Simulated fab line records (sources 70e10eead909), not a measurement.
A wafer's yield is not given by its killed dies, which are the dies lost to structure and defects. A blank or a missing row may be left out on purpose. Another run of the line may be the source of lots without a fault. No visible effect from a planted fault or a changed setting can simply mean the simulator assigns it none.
Chamber matching || flow nand-harc || 4 sister chambers for NHARC_P_GATE_STRIP_101 on rie-diel-03
The step strips in O2, time 20 s. 8 wafers are shown with their chamber, then 10 later ones without.

WAFERS, EACH WITH ITS CHAMBER
{"wafer": "L075.3", "chamber": 2, "showerhead-plenum-p-Torr (Torr)": 3.67, "drypump-motor-current-A (A)": 5.3}
{"wafer": "L081.2", "chamber": 0, "showerhead-plenum-p-Torr (Torr)": 3.59, "drypump-motor-current-A (A)": 5.0}
{"wafer": "L081.6", "chamber": 0, "showerhead-plenum-p-Torr (Torr)": 3.59, "drypump-motor-current-A (A)": 5.0}
{"wafer": "L085.1", "chamber": 1, "showerhead-plenum-p-Torr (Torr)": 3.30, "drypump-motor-current-A (A)": 5.8}
{"wafer": "L085.3", "chamber": 3, "showerhead-plenum-p-Torr (Torr)": 3.59, "drypump-motor-current-A (A)": 6.3}
{"wafer": "L085.5", "chamber": 1, "showerhead-plenum-p-Torr (Torr)": 3.30, "drypump-motor-current-A (A)": 5.8}
{"wafer": "L093.1", "chamber": 2, "showerhead-plenum-p-Torr (Torr)": 3.66, "drypump-motor-current-A (A)": 5.3}
{"wafer": "L093.2", "chamber": 3, "showerhead-plenum-p-Torr (Torr)": 3.59, "drypump-motor-current-A (A)": 6.2}

WAFERS WHOSE CHAMBER IS MISSING
{"wafer": "L093.6", "showerhead-plenum-p-Torr (Torr)": 3.66, "drypump-motor-current-A (A)": 5.3}
{"wafer": "L095.2", "showerhead-plenum-p-Torr (Torr)": 3.29, "drypump-motor-current-A (A)": 5.8}
{"wafer": "L095.3", "showerhead-plenum-p-Torr (Torr)": 3.66, "drypump-motor-current-A (A)": 5.3}
{"wafer": "L095.4", "showerhead-plenum-p-Torr (Torr)": 3.59, "drypump-motor-current-A (A)": 6.2}
{"wafer": "L096.1", "showerhead-plenum-p-Torr (Torr)": 3.58, "drypump-motor-current-A (A)": 5.0}
{"wafer": "L096.2", "showerhead-plenum-p-Torr (Torr)": 3.29, "drypump-motor-current-A (A)": 5.8}
{"wafer": "L096.3", "showerhead-plenum-p-Torr (Torr)": 3.66, "drypump-motor-current-A (A)": 5.3}
{"wafer": "L097.1", "showerhead-plenum-p-Torr (Torr)": 3.59, "drypump-motor-current-A (A)": 6.2}
{"wafer": "L097.5", "showerhead-plenum-p-Torr (Torr)": 3.66, "drypump-motor-current-A (A)": 5.3}
{"wafer": "L097.6", "showerhead-plenum-p-Torr (Torr)": 3.29, "drypump-motor-current-A (A)": 5.8}

THE CHAMBER EACH PASSED THROUGH
{"wafer": "L093.6", "from the rows above": 2, "in truth": 2}
{"wafer": "L095.2", "from the rows above": 1, "in truth": 1}
{"wafer": "L095.3", "from the rows above": 2, "in truth": 2}
{"wafer": "L095.4", "from the rows above": 3, "in truth": 3}
{"wafer": "L096.1", "from the rows above": 0, "in truth": 0}
{"wafer": "L096.2", "from the rows above": 1, "in truth": 1}
{"wafer": "L096.3", "from the rows above": 2, "in truth": 2}
{"wafer": "L097.1", "from the rows above": 3, "in truth": 3}
{"wafer": "L097.5", "from the rows above": 2, "in truth": 2}
{"wafer": "L097.6", "from the rows above": 1, "in truth": 1}
Placed correctly: 10 of 10. From these rows, 0 cannot be placed. Number placed wrongly: 0.
How it was worked out, from the rows above alone: a wafer's distance from a chamber is the root of the sum, over the readings, of the square of ((its reading less the chamber's mean) divided by the reading's scatter). The wafer belongs to the nearest chamber; if the next one is less than 2 further off, it can't be placed. For every chamber, the mean is computed from those of its wafers that are shown. How the scatter is found: for the shown wafers, subtract from each reading the mean of its chamber, square and add these, divide the total by (wafers less chambers), then take the root.
